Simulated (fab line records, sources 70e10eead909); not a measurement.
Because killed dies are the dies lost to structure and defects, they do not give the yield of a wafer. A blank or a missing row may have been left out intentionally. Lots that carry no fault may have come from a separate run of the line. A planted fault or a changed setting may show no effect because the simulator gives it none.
Which tool is to blame? :: flow nand harc :: 13 lots with 39 wafers sampled at 5 steps, on a route of 1302 steps

== WHAT THE GAUGES SHOWED, per wafer ==
NHARC_A_START_INSPECT_01. Usual: 3.5 for raw defect count, sd 1.9.
lot: L341
measured: day 6 16:43
on: defect inspect-01
raw defect count: 4 0 5
flag: 

lot: L343
measured: day 7 16:06
on: defect inspect-02
raw defect count: 4 3 1
flag: 

lot: L344
measured: day 7 19:46
on: defect inspect-01
raw defect count: 4 4 3
flag: 

lot: L345
measured: day 8 09:49
on: defect inspect-01
raw defect count: 6 3 2
flag: 

lot: L346
measured: day 8 14:50
on: defect inspect-02
raw defect count: 4 4 1
flag: 

lot: L348
measured: day 9 16:43
on: defect inspect-01
raw defect count: 1 4 3
flag: 

lot: L349
measured: day 10 06:34
on: defect inspect-01
raw defect count: 2 5 2
flag: 

lot: L352
measured: day 11 05:07
on: defect inspect-02
raw defect count: 0 3 3
flag: 

lot: L351
measured: day 11 05:19
on: defect inspect-01
raw defect count: 5 2 1
flag: 

lot: L353
measured: day 11 18:22
on: defect inspect-02
raw defect count: 5 4 5
flag: 

lot: L354
measured: day 12 04:13
on: defect inspect-02
raw defect count: 1 4 5
flag: 

lot: L363
measured: day 16 00:20
on: defect inspect-02
raw defect count: 0 5 5
flag: 

lot: L364
measured: day 16 14:41
on: defect inspect-02
raw defect count: 6 6 6
flag: 

NHARC_A_CHANNEL_HOLE_D1_CD_MEAS_10: target cd 100 nm. Usual: 99.9 nm for cd nm, sd 0.37.
lot: L341
measured: day 8 07:42
on: cd sem-03
cd nm (nm): 100.1 100.2 100.1
flag: 

lot: L343
measured: day 9 11:31
on: cd sem-03
cd nm (nm): 99.7 100.4 100.1
flag: 

lot: L344
measured: day 9 13:14
on: cd sem-02
cd nm (nm): 100.1 100.1 99.8
flag: 

lot: L345
measured: day 10 01:33
on: cd sem-02
cd nm (nm): 100.1 99.1 99.8
flag: 

lot: L346
measured: day 10 06:24
on: cd sem-03
cd nm (nm): 100.5 99.5 100.0
flag: 

lot: L348
measured: day 11 06:17
on: cd sem-03
cd nm (nm): 99.8 99.9 99.6
flag: 

lot: L349
measured: day 12 02:58
on: cd sem-02
cd nm (nm): 99.4 99.1 100.1
flag: 

lot: L351
measured: day 12 21:46
on: cd sem-02
cd nm (nm): 99.9 100.5 99.7
flag: 

lot: L354
measured: day 13 19:31
on: cd sem-01
cd nm (nm): 99.6 99.0 99.0
flag: 

lot: L363
measured: day 17 15:04
on: cd sem-02
cd nm (nm): 99.8 100.2 100.3
flag: 

lot: L364
measured: day 18 09:08
on: cd sem-01
cd nm (nm): 100.5 99.9 100.5
flag: 

NHARC_END_SORT_01. Usual: killed at array 59, standard deviation 17; killed at other 0.7, standard deviation 0.9; killed at periphery 3.6, standard deviation 2.3; killed dies 63, standard deviation 18; killed open 3.4, standard deviation 1.9; killed short 2.6, standard deviation 1.7.
lot: L352
measured: day 32 10:24
on: prober-01
killed at array: 673 673 677
killed at other: 0 0 0
killed at periphery: 4 4 0
killed dies: 677 677 677
killed open: 3 5 2
killed short: 3 3 4
flag: OFF

lot: L353
measured: day 29 19:17
on: prober-01
killed at array: 672 669 673
killed at other: 1 0 0
killed at periphery: 4 8 4
killed dies: 677 677 677
killed open: 3 4 2
killed short: 1 5 2
flag: OFF

== WHAT TOOL EACH LOT RAN ON (gives the tool, then ch and the chambers of the sampled wafers, and finally the start) ==
lot: L341
NHARC_P_BONDPAD_ACTIVATE_29: rie diel-08 ch 0,1,2, day 6 16:19
NHARC_A_ONON_D1_DEP_25: pecvd onon-04 ch 0, day 8 03:25

lot: L343
NHARC_P_BONDPAD_ACTIVATE_29: rie diel-13 ch 1,2,3, day 7 15:44
NHARC_A_ONON_D1_DEP_25: pecvd onon-01 ch 0, day 9 05:04

lot: L344
NHARC_P_BONDPAD_ACTIVATE_29: rie diel-08 ch 1,2,3, day 7 19:22
NHARC_A_ONON_D1_DEP_25: pecvd onon-04 ch 0, day 9 05:07

lot: L345
NHARC_P_BONDPAD_ACTIVATE_29: rie diel-08 ch 0,1,2, day 8 09:25
NHARC_A_ONON_D1_DEP_25: pecvd onon-01 ch 0, day 9 21:11

lot: L346
NHARC_P_BONDPAD_ACTIVATE_29: rie diel-13 ch 1,2,3, day 8 14:26
NHARC_A_ONON_D1_DEP_25: pecvd onon-04 ch 0, day 10 01:29

lot: L348
NHARC_P_BONDPAD_ACTIVATE_29: rie diel-13 ch 1,3, day 9 16:19
NHARC_A_ONON_D1_DEP_25: pecvd onon-04 ch 0, day 11 00:52

lot: L349
NHARC_P_BONDPAD_ACTIVATE_29: rie diel-13 ch 0,1,3, day 10 06:11
NHARC_A_ONON_D1_DEP_25: pecvd onon-04 ch 0, day 11 21:12

lot: L352
NHARC_P_BONDPAD_ACTIVATE_29: rie diel-08 ch 0,1,2, day 11 04:43
NHARC_A_ONON_D1_DEP_25: pecvd onon-02, day 12 17:49

lot: L351
NHARC_P_BONDPAD_ACTIVATE_29: rie diel-11 ch 1,2, day 11 04:55
NHARC_A_ONON_D1_DEP_25: pecvd onon-04 ch 0, day 12 17:44

lot: L353
NHARC_P_BONDPAD_ACTIVATE_29: rie diel-13 ch 0,1, day 11 17:57
NHARC_A_ONON_D1_DEP_25: pecvd onon-04, day 13 06:07

lot: L354
NHARC_P_BONDPAD_ACTIVATE_29: rie diel-08 ch 0,2,3, day 12 03:48
NHARC_A_ONON_D1_DEP_25: pecvd onon-01 ch 0, day 13 15:22

lot: L363
NHARC_P_BONDPAD_ACTIVATE_29: rie diel-11 ch 0,2,3, day 15 23:56
NHARC_A_ONON_D1_DEP_25: pecvd onon-02 ch 0, day 17 10:35

lot: L364
NHARC_P_BONDPAD_ACTIVATE_29: rie diel-11 ch 1,2,3, day 16 14:18
NHARC_A_ONON_D1_DEP_25: pecvd onon-04 ch 0, day 18 04:50
- NHARC_P_BONDPAD_ACTIVATE_29: chemistry N2, time 60 s.
- NHARC_A_ONON_D1_DEP_25: target thk 1000 nm.

== AS READ BY THE TOOLS THEMSELVES (means over the sampled wafers that have a number; for cases with no such wafer, the mark the record gives instead) ==
NHARC_P_BONDPAD_ACTIVATE_29. Usual: drypump motor current A 5.7 A, standard deviation 0.41; oes product au 1.001 a.u., standard deviation 0.007; rf vpp V 64.0 V, standard deviation 0.89; showerhead plenum p Torr 1.74 Torr, standard deviation 0.05.
lot: L341
tool: rie diel-08
drypump motor current A (A): 5.4
oes product au (a.u.): 0.998
rf vpp V (V): 64.1
showerhead plenum p Torr (Torr): 1.75
flag: 

lot: L343
tool: rie diel-13
drypump motor current A (A): 6.0
oes product au (a.u.): 0.999
rf vpp V (V): 63.9
showerhead plenum p Torr (Torr): 1.76
flag: 

lot: L344
tool: rie diel-08
drypump motor current A (A): 5.3
oes product au (a.u.): 1.001
rf vpp V (V): 63.8
showerhead plenum p Torr (Torr): 1.77
flag: 

lot: L345
tool: rie diel-08
drypump motor current A (A): 5.4
oes product au (a.u.): 1.003
rf vpp V (V): 64.7
showerhead plenum p Torr (Torr): 1.75
flag: 

lot: L346
tool: rie diel-13
drypump motor current A (A): 6.0
oes product au (a.u.): 1.000
rf vpp V (V): 64.6
showerhead plenum p Torr (Torr): 1.76
flag: 

lot: L348
tool: rie diel-13
drypump motor current A (A): 6.4
oes product au (a.u.): 0.995
rf vpp V (V): 63.8
showerhead plenum p Torr (Torr): 1.81
flag: 

lot: L349
tool: rie diel-13
drypump motor current A (A): 6.1
oes product au (a.u.): 1.004
rf vpp V (V): 64.6
showerhead plenum p Torr (Torr): 1.77
flag: 

lot: L352
tool: rie diel-08
drypump motor current A (A): 5.5
oes product au (a.u.): 1.006
rf vpp V (V): 64.9
showerhead plenum p Torr (Torr): 1.74
flag: 

lot: L351
tool: rie diel-11
drypump motor current A (A): 5.9
oes product au (a.u.): 1.000
rf vpp V (V): 63.8
showerhead plenum p Torr (Torr): 1.68
flag: 

lot: L353
tool: rie diel-13
drypump motor current A (A): 5.9
oes product au (a.u.): 0.998
rf vpp V (V): 64.3
showerhead plenum p Torr (Torr): 1.75
flag: 

lot: L354
tool: rie diel-08
drypump motor current A (A): 5.6
oes product au (a.u.): 0.996
rf vpp V (V): 64.1
showerhead plenum p Torr (Torr): 1.78
flag: 

lot: L363
tool: rie diel-11
drypump motor current A (A): 5.6
oes product au (a.u.): 1.017
rf vpp V (V): 64.3
showerhead plenum p Torr (Torr): 1.70
flag: 

lot: L364
tool: rie diel-11
drypump motor current A (A): 5.6
oes product au (a.u.): 0.997
rf vpp V (V): 63.4
showerhead plenum p Torr (Torr): 1.70
flag: 

NHARC_A_ONON_D1_DEP_25. Usual: n2 flow sccm 2750 sccm, standard deviation 8; n2o flow sccm 2002 sccm, standard deviation 6.1; susceptor temp C 399.95 C, standard deviation 0.21.
lot: L341
tool: pecvd onon-04
n2 flow sccm (sccm): 2744
n2o flow sccm (sccm): 2000
susceptor temp C (C): 399.98
flag: 

lot: L343
tool: pecvd onon-01
n2 flow sccm (sccm): 2759
n2o flow sccm (sccm): 2008
susceptor temp C (C): 399.80
flag: 

lot: L344
tool: pecvd onon-04
n2 flow sccm (sccm): 2758
n2o flow sccm (sccm): 2000
susceptor temp C (C): 399.97
flag: 

lot: L345
tool: pecvd onon-01
n2 flow sccm (sccm): 2742
n2o flow sccm (sccm): 2010
susceptor temp C (C): 400.17
flag: 

lot: L346
tool: pecvd onon-04
n2 flow sccm (sccm): 2763
n2o flow sccm (sccm): 2011
susceptor temp C (C): 400.09
flag: 

lot: L348
tool: pecvd onon-04
n2 flow sccm (sccm): 2749
n2o flow sccm (sccm): 2004
susceptor temp C (C): 399.61
flag: 

lot: L349
tool: pecvd onon-04
n2 flow sccm (sccm): 2742
n2o flow sccm (sccm): 2005
susceptor temp C (C): 399.82
flag: 

lot: L352
tool: pecvd onon-02
n2 flow sccm (sccm): -
n2o flow sccm (sccm): -
susceptor temp C (C): -
flag: OFF

lot: L351
tool: pecvd onon-04
n2 flow sccm (sccm): 2756
n2o flow sccm (sccm): 2003
susceptor temp C (C): 399.98
flag: 

lot: L353
tool: pecvd onon-04
n2 flow sccm (sccm): -
n2o flow sccm (sccm): -
susceptor temp C (C): -
flag: OFF

lot: L354
tool: pecvd onon-01
n2 flow sccm (sccm): 2754
n2o flow sccm (sccm): 2002
susceptor temp C (C): 399.91
flag: 

lot: L363
tool: pecvd onon-02
n2 flow sccm (sccm): 2743
n2o flow sccm (sccm): 2001
susceptor temp C (C): 400.22
flag: 

lot: L364
tool: pecvd onon-04
n2 flow sccm (sccm): 2747
n2o flow sccm (sccm): 2001
susceptor temp C (C): 399.76
flag: 

== THE ANSWER, worked out from the rows above alone ==
Rule: a lot counts as off when the mean over its wafers that have a number is more than 3 standard deviations away from the usual mean. Also off: a lot with no number at a reading for which 4 or more lots have one. Any other lot the step has rows for is counted as sound. First the gauges in route order, then the tools' own readings, where a lot's mean is used as printed above. At the first step where some lot is off, the reading lying furthest off is the one used; lots without a number count as furthest.
Off: L352, L353 (NHARC_END_SORT_01, killed at array). Neither off nor sound, because the step has no rows for them: L341, L343, L344, L345, L346, L348, L349, L351, L354, L363, L364.
If a tool, at a process step before that reading, ran all the lots that are off and no sound lot after the first of them, it fits. The gauges at NHARC_END_SORT_01 aren't tried: what is off there is off at NHARC_A_ONON_D1_DEP_25 too, on other tools, and a gauge's error can't cause that. None of those tried fits.

== WHAT HAD BEEN PUT IN BY THE SIMULATOR ==
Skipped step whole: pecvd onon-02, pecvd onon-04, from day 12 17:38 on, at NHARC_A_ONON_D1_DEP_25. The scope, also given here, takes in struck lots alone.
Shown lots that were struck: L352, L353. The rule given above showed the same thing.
